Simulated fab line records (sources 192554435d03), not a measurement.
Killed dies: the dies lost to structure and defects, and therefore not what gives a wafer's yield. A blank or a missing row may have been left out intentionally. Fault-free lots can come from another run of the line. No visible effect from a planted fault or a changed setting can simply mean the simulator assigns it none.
Struck lot and sound lot, side by side    flow n5Finfet    36 steps out of a route of 1938
Sound: wafers L655.1, L655.2, L655.4. Wafers L652.2, L652.3, L652.6 were the ones struck. At the end, the cause is stated.
At each step with rows: each side's tool, then ch and its chambers, then its first start. Under that, the readings that differ: sound wafers    struck wafers    difference of the means    sigmas: that difference in standard deviations of wafers without a fault.
alike: a reading whose means differ by less than 2 such deviations, as well as words and numbers matching on both sides. not compared: withheld readings; readings where some wafer has no value; bounds like >300 that might hide an equal value; numbers whose values overlap and for which the record gives no deviation.
Wherever a step has rows on one side only, a row that says differs or no value, or a row with sigmas, the two part there. Numbers that don't overlap but have no deviation are shown without sigmas and don't part them. Lack of a reading on every wafer of one side parts them only where that side has two or more wafers.

first, 9 steps without rows for these wafers: N5_BEOL_M4_ANNEAL_95 (time 240 s); N5_BEOL_M4_SPUTTER_96 (material Cu, target thk 4.5 nm, time 8.29 s); N5_BEOL_M4_ECD_50 (material Cu, target thk 300 nm); N5_BEOL_M4_ANNEAL_51 (time 90 s); N5_BEOL_M4_CMP_52 (polishes, stops on SiOC, t overpolish 6.8 s, target thk 40 nm); N5_BEOL_M4_PRE_CLEAN_60 (time 15 s); N5_BEOL_M4_CO_CAP_55 (material Co, precursor CCTBA/H2, target thk 2 nm, time 102.1 s); N5_BEOL_M4_PRE_CLEAN_56 (time 15 s); N5_BEOL_M4_DEP_57 (deposits SiCN from 3MS/NH3, target thk 8 nm, time 14 s).
N5_BEOL_M4_RC_MEAS_101:
  sound on prober-01 ch 0, day 11 22:05; struck on prober-02 ch 0, day 11 13:49
  alike: DIBL_N, DIBL_P, IOFF_N, IOFF_P, ION_N, ION_P, SS_N, SS_P, VT_N, VT_P
then, 24 steps without rows for these wafers: N5_BEOL_M5_ILD_DEP_00 (deposits SiCOH lowk from DEMS/porogen, target thk 140.64 nm, time 25.9 s); N5_BEOL_M5_CURE_79 (cures SiCOH lowk, time 240 s); N5_BEOL_M5_PECVD_70 (deposits SiO2 from TEOS/O2, target thk 16 nm, time 18 s); N5_BEOL_M5_HM_DEP_02 (deposits TiN, target thk 20 nm); N5_BEOL_M5_COAT_59 (time 60 s, resist thk 60 nm); N5_BEOL_M5_COAT_60 (time 60 s, resist thk 12 nm); N5_BEOL_M5_COAT_71 (time 60 s, resist thk 5 nm); N5_BEOL_M5_COAT_05 (resist thk 30 nm); N5_BEOL_M5_EBR_07; N5_BEOL_M5_SOFTBAKE_06 (time 60 s); N5_BEOL_M5_EXPOSE_08 (exposes mask M5, target cd 28 nm); N5_BEOL_M5_PEB_09 (peb time 60 s); N5_BEOL_M5_DEVELOP_10 (develop time 30 s); N5_BEOL_M5_DESCUM_16 (chemistry O2, time 7 s); N5_BEOL_M5_ETCH_72 (etches underlayer in N2/H2, target depth 6.5 nm, time 5.2 s); N5_BEOL_M5_ETCH_61 (etches SiARC in CF4, target depth 15.6 nm, time 26 s); N5_BEOL_M5_ETCH_62 (etches SOC in N2/H2, target depth 75 nm, overetch 15 nm, time 112.5 s); N5_BEOL_M5_STRIP_63 (strips in N2/H2); N5_BEOL_M5_STRIP_73 (strips in N2/H2); N5_BEOL_M5_STRIP_64 (strips in CF4); N5_BEOL_M5_HM_OPEN_17 (chemistry Cl2/BCl3, target TiN, target depth 20 nm, overetch 6 nm); N5_BEOL_M5_STRIP_19 (strips in O2); N5_BEOL_M5_COAT_65 (time 60 s, resist thk 60 nm); N5_BEOL_M5_COAT_66 (time 60 s, resist thk 12 nm).
-- a jump in the record: the struck wafers' starts before and after are 4 days apart (it breaks off in module BEOL_M5 and resumes in module BEOL_M15, where the first step shown is number 1795 of the route) --
N5_BEOL_M15_ETCH_57: etches SOC in N2/H2, time 750 s.
  sound on rieDiel-02 ch 0,1,2, day 15 11:19; struck on rieDiel-02 ch 0,3, day 15 04:53
  no value came back on the struck wafers for any of 8 readings (biasW (W), chamberPressureMTorr (mTorr) and others); on the sound wafers biasW (W) reads 348.7 349.5 350.9
N5_PASSIVATION_PROBE_49:
  the record has rows for the struck wafers here (prober-01, day 15 23:48) and none for the sound ones

WHERE THEY PART
First at N5_BEOL_M15_ETCH_57; last, within this record, at N5_PASSIVATION_PROBE_49.

WHY: whatever the simulator had introduced
Beginning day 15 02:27, the whole step at N5_BEOL_M15_ETCH_57 was skipped on rieDiel-02. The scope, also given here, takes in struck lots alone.
